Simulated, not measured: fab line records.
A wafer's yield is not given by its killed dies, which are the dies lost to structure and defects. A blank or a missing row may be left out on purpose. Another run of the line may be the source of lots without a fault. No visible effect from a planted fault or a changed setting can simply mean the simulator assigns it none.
fab line records | flow n5Finfet
record: lots: 5 wafers: 15 lastDay: 17
route steps=1938 shown BEOL_M15@1807 PASSIVATION@1936
lots with no fault: from the same line, run without faults
startH: start of the lot's first displayed wafer, in hours after the record's first day | waitH: hours from the lot's prior step to this one | " same as the row above | L1.1+2: a row that stands for several wafers | - value missing, or start not given | * or withheld: withheld | < > ~ a bound
route shown NAME@n: a module of which the file shows steps, and the number in the route of the first | usual: the fault-free wafers' mean and standard deviation | same: alike in all rows | chamber/n: place in a boat | sites: each site's reading | _std_site: standard deviation across them | _edge_site: mean of outer sites minus mean of inner sites | radiusMm: how far each site lies from the wafer's centre | mask NAME#n: copy n | behind: tool/chamber where the wafer was last shaped | hold: why the lot was held/for how many hours/how that ended | device: names the non-switching transistor (n, p or np) | end of line: tests of these same wafers at the route's end | for a step that has no rows: nothing shown but its recipe | killed: the dies lost at the first sort to structure and to defects; this is not the yield of the wafer | map: shows each die of a wafer: x if killed, . if not, _ if none is there
set.NAME: the setting as run; set.NAME@STEP: as run at that earlier step | model.NAME: the simulator's own value behind a step, which no gauge read
a table for each step, a row for each wafer; lots at some steps of the route
services: from which hour (startH, from the record's first day; less than 0 if before it) a tool's chamber was out of use, for how many hours, and why
== steps ==
step: N5_BEOL_M15_DESCUM_33
recipe: chemistry: O2 timeS: 7.9 sourcePowerW: 50 biasPowerW: 20 pressureMtorr: 20 rfFrequencyHz: 2.712e+07 tempC: 40 o2FlowSccm: 225
usual: drypumpMotorCurrentA: 5.9/0.32 oesProductAu: 0.81/0.088 rfVppV: 243.3/1.1 showerheadPlenumPTorr: 2.10/0.043 throttleValvePct: 20.40/0.26
columns lot.wafer tool chamber startH waitH drypumpMotorCurrentA oesProductAu rfHoursCounterH rfVppV showerheadPlenumPTorr throttleValvePct
L103.1 rieDiel-05 1 248.35 0.0 5.9 0.85 55 242.1 2.12 20.05
L103.5 " 1 " " 5.9 0.84 - 244.0 2.12 20.06
L103.6 " 2 " " 5.5 0.80 - 244.2 2.12 20.41
L106.1 rieDiel-01 2 263.14 0.2 5.5 0.66 242 244.3 2.15 20.78
L106.2 " 0 " " 6.4 0.93 16 243.8 2.14 20.02
L106.5 " 3 " " 5.8 0.77 - 242.6 2.01 20.71
L120.2 rieDiel-02 2 350.34 0.0 6.3 0.87 59 242.9 2.12 20.52
L120.3 " 1 " " 6.4 0.70 227 244.6 2.06 20.74
L120.6 " 1 " " 6.4 0.71 - 244.0 2.06 20.73
L123.2 rieDiel-02 3 378.15 0.0 5.6 0.68 205 242.8 2.07 20.27
L123.3 " 2 " " 6.3 0.85 66 244.6 2.12 20.52
L123.6 " 0 " " 5.4 0.75 - 244.0 2.09 20.43
L125.3 rieDiel-02 1 399.23 0.3 6.4 0.70 244 243.0 2.05 20.74
L125.5 " 1 " " 6.4 0.70 - 242.4 2.05 20.75
L125.6 " 2 " " 6.3 0.86 - 243.2 2.11 20.53
step: N5_BEOL_M15_ETCH_61
recipe: chemistry: N2/H2 target: BARC targetDepthA: 890 overetchA: 267 timeS: 67.9 ionEnergyEv: 200 pressureMtorr: 30 sourceW: 840 biasW: 150 n2FlowSccm: 200 h2FlowSccm: 200
usual: drypumpMotorCurrentA: 5.9/0.32 oesProductAu: 0.69/0.073 rfVppV: 524.1/1.7 showerheadPlenumPTorr: 2.55/0.048 throttleValvePct: 17.84/0.3
columns lot.wafer tool chamber startH waitH drypumpMotorCurrentA oesProductAu rfHoursCounterH rfVppV showerheadPlenumPTorr throttleValvePct
L103.1 rieDiel-05 1 248.39 0.0 5.9 0.73 55 524.2 2.57 17.46
L103.5 " 1 " " 5.9 0.74 - 524.7 2.57 17.45
L103.6 " 2 " " 5.5 0.68 - 524.3 2.58 17.80
L106.1 rieDiel-01 2 263.17 0.0 5.5 0.58 242 523.7 2.61 18.27
L106.2 " 0 " " 6.3 0.79 16 526.1 2.59 17.38
L106.5 " 3 " " 5.8 0.66 - 519.6 2.45 18.19
L120.2 rieDiel-02 2 350.38 0.0 6.3 0.73 59 526.1 2.57 17.84
L120.3 " 1 " " 6.4 0.59 227 523.0 2.51 18.30
L120.6 " 1 " " 6.4 0.59 - 523.0 2.51 18.32
L123.2 rieDiel-02 3 378.18 0.0 5.7 0.60 205 522.7 2.52 17.78
L123.3 " 2 " " 6.3 0.71 66 523.4 2.57 17.85
L123.6 " 0 " " 5.5 0.63 - 524.5 2.55 17.93
L125.3 rieDiel-02 1 399.26 0.0 6.4 0.58 244 521.2 2.50 18.35
L125.5 " 1 " " 6.3 0.58 - 522.8 2.50 18.34
L125.6 " 2 " " 6.3 0.70 - 525.5 2.57 17.86
step: N5_BEOL_M15_TRENCH_ETCH_34
recipe: chemistry: C4F8/O2/Ar target: SiO2 targetDepthA: 8729.3 heInnerTorr: 15 heOuterTorr: 30 timeS: 199 ionEnergyEv: 800 pressureMtorr: 20 sourceW: 1905 biasW: 2040 Ar_flow_sccm: 400 C4F8_flow_sccm: 16 O2_flow_sccm: 12
usual: drypumpMotorCurrentA: 5.9/0.32 oesProductAu: 0.81/0.088 rfVppV: 2226/16 showerheadPlenumPTorr: 3.45/0.063 throttleValvePct: 30.89/0.25
columns lot.wafer tool chamber startH waitH drypumpMotorCurrentA oesProductAu rfHoursCounterH rfVppV showerheadPlenumPTorr throttleValvePct
L103.1 rieDiel-05 1 248.44 0.0 5.8 0.84 55 2220 3.49 30.55
L103.5 " 1 " " 5.8 0.84 - 2219 3.49 30.55
L103.6 " 2 " " 5.5 0.79 - 2248 3.47 30.84
L106.1 rieDiel-01 2 263.22 0.0 5.5 0.67 242 2259 3.51 31.12
L106.2 " 0 " " 6.3 0.93 16 2241 3.51 30.45
L106.5 " 3 " " 5.8 0.78 - 2228 3.30 31.15
L120.2 rieDiel-02 2 350.43 0.0 6.3 0.87 59 2223 3.49 31.07
L120.3 " 1 " " 6.4 0.70 227 2226 3.39 31.22
L120.6 " 1 " " 6.4 0.70 - 2226 3.39 31.23
L123.2 rieDiel-02 3 378.23 0.0 5.7 0.70 205 2226 3.41 30.71
L123.3 " 2 " " 6.3 0.84 66 2223 3.48 31.08
L123.6 " 0 " " 5.4 0.74 - 2201 3.44 30.95
L125.3 rieDiel-02 1 399.31 0.0 6.4 0.69 244 2225 3.39 31.24
L125.5 " 1 " " 6.4 0.69 - 2224 3.39 31.24
L125.6 " 2 " " 6.3 0.84 - 2224 3.48 31.08
step: N5_BEOL_M15_STRIP_36
recipe: chemistry: O2 powerW: 600 tempC: 60 pressureMtorr: 30 rfFrequencyHz: 6e+07 biasPowerW: 0 overashFraction: 0.3 o2FlowSccm: 225
usual: drypumpMotorCurrentA: 5.9/0.33 oesProductAu: 0.81/0.087 rfVppV: 3.6/0.87 showerheadPlenumPTorr: 2.10/0.044 throttleValvePct: 16.63/0.26
columns lot.wafer tool chamber startH waitH drypumpMotorCurrentA oesProductAu rfHoursCounterH rfVppV showerheadPlenumPTorr throttleValvePct
L103.1 rieDiel-01 0 249.34 0.7 6.3 0.96 11 2.5 2.15 16.22
L103.5 " 0 " " 6.3 0.95 - 3.5 2.15 16.22
L103.6 " 2 " " 5.5 0.66 - 3.7 2.16 17.05
L106.1 rieDiel-01 0 263.45 0.0 6.3 0.92 16 2.8 2.15 16.20
L106.2 " 2 " " 5.5 0.66 242 3.4 2.16 17.09
L106.5 " 0 " " 6.3 0.93 - 5.1 2.15 16.24
L120.2 rieDiel-05 1 352.99 2.4 5.9 0.82 86 4.5 2.11 16.35
L120.3 " 2 " " 5.5 0.76 113 1.6 2.11 16.62
L120.6 " 0 " " 6.1 0.80 - 2.1 2.12 16.86
L123.2 rieDiel-05 1 380.21 1.8 5.9 0.81 94 4.3 2.11 16.38
L123.3 " 0 " " 6.1 0.81 101 2.5 2.12 16.88
L123.6 " 2 " " 5.5 0.75 - 3.8 2.11 16.70
L125.3 rieDiel-02 1 400.02 0.5 6.3 0.70 244 4.4 2.06 17.04
L125.5 " 2 " " 6.3 0.84 - 3.4 2.12 16.75
L125.6 " 1 " " 6.4 0.69 - 3.0 2.06 17.01
step: N5_BEOL_M15_STRIP_62
recipe: chemistry: O2 powerW: 600 tempC: 60 pressureMtorr: 30 rfFrequencyHz: 6e+07 biasPowerW: 0 overashFraction: 0.3 o2FlowSccm: 225
step: N5_BEOL_M15_STRIP_37
recipe: chemistry: O2 powerW: 600 tempC: 60 pressureMtorr: 30 rfFrequencyHz: 6e+07 biasPowerW: 0 overashFraction: 0.3 o2FlowSccm: 225
step: N5_BEOL_M15_ETCH_38
recipe: chemistry: CF4/N2 target: SiCN targetDepthA: 1064 taperDeg: 2 timeS: 120.5 ionEnergyEv: 150 maskMaterial: SiO2 pressureMtorr: 40 sourceW: 430 biasW: 70 Ar_flow_sccm: 100 cf4FlowSccm: 60 n2FlowSccm: 60
step: N5_BEOL_M15_PRECLEAN_39
recipe: chemistry: residueRemover timeS: 60 tempC: 40
step: N5_BEOL_M15_SRD_40
recipe: timeS: 30 tempC: 23 rinseLiquid: diw dry: n2Spin spinRpm: 1500 dryTimeS: 30
step: N5_BEOL_M15_DEGAS_41
recipe: ambient: vacuum tempC: 300 timeS: 60
step: N5_BEOL_M15_PRE_CLEAN_42
recipe: gas: H2/He timeS: 30 tempC: 300
step: N5_BEOL_M15_SPUTTER_43
recipe: material: TaN targetThkA: 150 tempC: 50 biasV: 168.6 powerW: 15000 chamberPressurePa: 0.12 timeS: 24.19
usual: cathodeDcPowerW: 15000/2.5 throttleValvePct: 30.2/1.3
columns lot.wafer tool chamber startH waitH cathodeDcPowerW throttleValvePct model.TaN_of_BEOL_M15_SPUTTER_43.thkNm
L103.1 pvdSputter-02 - 250.18 0.0 15004 33.2 15.2
L103.5 " - " " 14998 28.1 15
L103.6 " - " " 15001 29.8 15
L106.1 pvdSputter-02 - 265.53 0.0 14997 29.9 15
L106.2 " - " " 15000 28.1 14.8
L106.5 " - " " 18784 30.4 18.8
L120.2 pvdSputter-03 - 353.70 0.0 15004 29.1 14.8
L120.3 " - " " 15001 30.5 15
L120.6 " - " " 15004 28.9 15
L123.2 pvdSputter-01 - 380.88 0.0 15000 30.9 15
L123.3 " - " " 14996 30.5 15
L123.6 " - " " 14998 29.5 15
L125.3 pvdSputter-03 - 400.59 0.0 15004 30.2 14.6
L125.5 " - " " 14998 30.9 14.6
L125.6 " - " " 15003 28.9 14.8
step: N5_BEOL_M15_SPUTTER_44
recipe: material: Ta targetThkA: 150 tempC: 50 biasV: 80 powerW: 15000 chamberPressurePa: 0.07 timeS: 24.19
usual: cathodeDcPowerW: 15000/2.6 throttleValvePct: 30.2/1.3
columns lot.wafer tool chamber startH waitH cathodeDcPowerW throttleValvePct
L103.1 pvdSputter-02 - 250.26 0.0 15000 33.1
L103.5 " - " " 15000 27.7
L103.6 " - " " 14995 30.1
L106.1 pvdSputter-02 - 265.61 0.0 14995 30.1
L106.2 " - " " 14998 28.1
L106.5 " - " " 14999 30.9
L120.2 pvdSputter-03 - 353.78 0.0 14998 28.8
L120.3 " - " " 15002 30.5
L120.6 " - " " 15001 29.1
L123.2 pvdSputter-01 - 380.96 0.0 15002 30.6
L123.3 " - " " 14998 30.3
L123.6 " - " " 14998 29.9
L125.3 pvdSputter-03 - 400.67 0.0 15001 30.3
L125.5 " - " " 14998 31.0
L125.6 " - " " 14999 29.1
step: N5_BEOL_M15_SPUTTER_45
recipe: material: Cu targetThkA: 1000 tempC: -20 biasV: 60 powerW: 26000 chamberPressurePa: 0.13 timeS: 16.67
step: N5_BEOL_M15_ECD_47
recipe: material: Cu targetThkA: 18600
step: N5_BEOL_M15_ANNEAL_48
recipe: tempC: 225 timeS: 90 ambient: N2
step: N5_BEOL_M15_CMP_49
recipe: stopOn: SiO2 tOverpolishS: 4.9 downForcePsi: 2 platenRpm: 80 clearingPlatenDownForcePsi: 2 clearingPlatenRpm: 80 postCmpClean: cuAlkaline targetThkNm: 850 clearingPlatenPadVelocityMS: 1.5917 padVelocityMS: 1.5917
usual: barrierFieldEndpointS: 11.41/0.26 headPressurePsi: 2.001/0.0045 motorCurrentA: 7.9/0.58
columns lot.wafer tool chamber startH waitH barrierFieldEndpointS headPressurePsi motorCurrentA
L103.1 cmp-02 1 251.36 0.4 11.58 2.003 7.2
L103.5 " 2 " " 11.26 2.002 7.8
L103.6 " 3 " " 11.12 1.993 7.6
L106.1 cmp-02 1 266.36 0.3 11.61 1.997 7.5
L106.2 " 2 " " 11.48 2.003 7.7
L106.5 " 1 " " 13.23 2.002 7.7
L120.3 cmp-03 0 354.60 0.2 10.86 2.009 6.9
L120.2 " 2 " " 10.80 2.004 7.8
L120.6 " 0 " " 11.18 2.007 6.9
L123.3 cmp-01 2 381.70 0.2 11.63 2.006 8.6
L123.2 " 1 " " 11.69 2.003 8.4
L123.6 " 2 " " 11.66 1.997 9.1
L125.3 cmp-02 0 403.75 0.2 10.82 1.997 8.0
L125.6 " 2 " " 11.05 2.007 7.8
L125.5 " 3 " " 10.92 2.003 8.0
step: N5_BEOL_M15_THK_MEAS_50
recipe: thkMeasGauge: xrf reads: Cu_of_BEOL_M15_ECD_47
usual: M15_THK: 843/13
columns lot.wafer tool chamber startH waitH M15_THK[nm]
L103.1 filmMetro-01 - 251.54 - 826
L103.5 " - " " 826
L103.6 " - " " 826
L106.1 filmMetro-01 - 266.66 - 833
L106.2 " - " " 844
L106.5 " - " " 842
L120.2 filmMetro-01 - 354.86 - 867
L120.3 " - " " 853
L120.6 " - " " 845
L123.2 filmMetro-01 - 382.00 - 836
L123.3 " - " " 865
L123.6 " - " " 840
L125.3 filmMetro-02 - 403.98 - 843
L125.5 " - " " 845
L125.6 " - " " 853
step: N5_PASSIVATION_PROBE_49
usual: defectLimitedYield: 91.4/1.6 killed_at_M0_to_M3: 34/12 killed_at_M4_up: 13/5.2 killedAtContacts: 11/5.5 killedAtFrontEnd: 40/13 killedAtOther: 3.4/2.7 killedDies: 102/19 killedOpen: 66/15 killedShort: 33/7.9 sort_bin_5_function: 5.1/1.1 sort_bin_6_memory: 3.2/0.7 sortNPass: 1078/19 sortYieldPct: 91.4/1.6
same: grossDies: 1180 killedAtBackSide: 0 sort_bin_4_leakage[%]: 0 sort_bin_8_speed[%]: 0
columns lot.wafer tool chamber startH waitH defectLimitedYield[%] killed_at_M0_to_M3 killed_at_M4_up killedAtContacts killedAtFrontEnd killedAtOther killedDies killedOpen killedShort sort_bin_5_function[%] sort_bin_6_memory[%] sortNPass sortYieldPct[%]
L120.2 prober-01 - 370.70 0.1 92.4 27 13 3 46 1 90 61 29 4.6 2.9 1090 92.4
L120.3 prober-01 - 370.75 0.1 88.8 33 12 7 78 2 132 77 54 6.6 3.9 1048 88.8
L120.6 prober-01 - 370.90 0.3 89.8 41 16 13 50 0 120 91 29 6.9 3.1 1060 89.8
killed by level:class
L120.2 FIN_SAQP:geometricParticle:open=15 FIN_SAQP:geometricParticle:short=9 BEOL_M2:geometricParticle:open=8 GATE_CUT:geometricParticle:open=5 GATE_CUT:geometricParticle:short=4 BEOL_M0_SAQP:geometricParticle:open=4 BEOL_M0_SAQP:geometricParticle:short=4 BEOL_M0:geometricParticle:open=4
L120.3 FIN_SAQP:geometricParticle:short=23 STI_FIN_REVEAL:geometricParticle:open=18 FIN_SAQP:geometricParticle:open=12 BEOL_M0_SAQP:geometricParticle:open=8 BEOL_M3:geometricParticle:open=8 MOL_CONTACT_COAG:geometricParticle:open=6 STI_FIN_REVEAL:geometricParticle:short=5 BEOL_M0:geometricParticle:open=5
L120.6 FIN_SAQP:geometricParticle:open=16 FIN_SAQP:geometricParticle:short=12 BEOL_M0_SAQP:geometricParticle:open=12 MOL_CONTACT_COAG:geometricParticle:open=11 BEOL_M2:geometricParticle:open=8 STI_FIN_REVEAL:geometricParticle:open=7 BEOL_M1:geometricParticle:open=7 DUMMY_GATE:geometricParticle:open=5
== services ==
columns tool chamber startH hours kind
cmp-03 - 226.68 4.0 pm
cmp-01 - 230.12 0.3 repair
cmp-03 - 240.87 2.0 repair
rieDiel-02 - 275.29 0.6 repair
cmp-01 - 277.20 1.9 repair
cmp-02 - 288.98 0.9 repair
cmp-01 - 292.69 1.4 repair
cmp-01 - 298.24 4.0 pm
rieDiel-02 - 303.01 0.5 repair
rieDiel-01 0 311.36 5.4 repair
pvdSputter-02 - 335.43 2.0 repair
rieDiel-01 - 338.55 0.3 repair
cmp-02 - 341.88 5.1 pm
rieDiel-02 2 361.69 4.1 repair
cmp-02 - 365.98 6.9 pm
rieDiel-05 - 374.94 0.4 repair
rieDiel-02 3 376.49 1.6 repair
rieDiel-01 1 377.45 5.0 repair
rieDiel-01 3 382.03 6.1 repair
rieDiel-05 - 385.19 14.6 pm
pvdSputter-01 - 386.04 5.3 repair
rieDiel-02 3 395.22 12.3 repair
rieDiel-01 2 400.15 2.8 repair
rieDiel-01 - 402.16 1.0 repair
== key ==
firstSign: step: N5_BEOL_M15_SPUTTER_43 reading: cathodeDcPowerW direction: up sigmas: 99+ usual: * struck: *
effect: step: N5_BEOL_M15_CMP_49 reading: barrierFieldEndpointS direction: up sigmas: 7 usual: 11.41 struck: 13.23
modelEffect: step: N5_BEOL_M15_SPUTTER_43 value: TaN_of_BEOL_M15_SPUTTER_43.thkNm without: 15 struck: 18.8
metAt N5_BEOL_M15_SPUTTER_43
struckWafers L106.5
fault: kind: processParameterDrift tool: pvdSputter-02 chamber: - onsetH: 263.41 steps: N5_BEOL_M15_SPUTTER_43 channel: powerW offset: * shape: step endH: 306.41 actsIn: * stated: * scope: struckWafersOnly
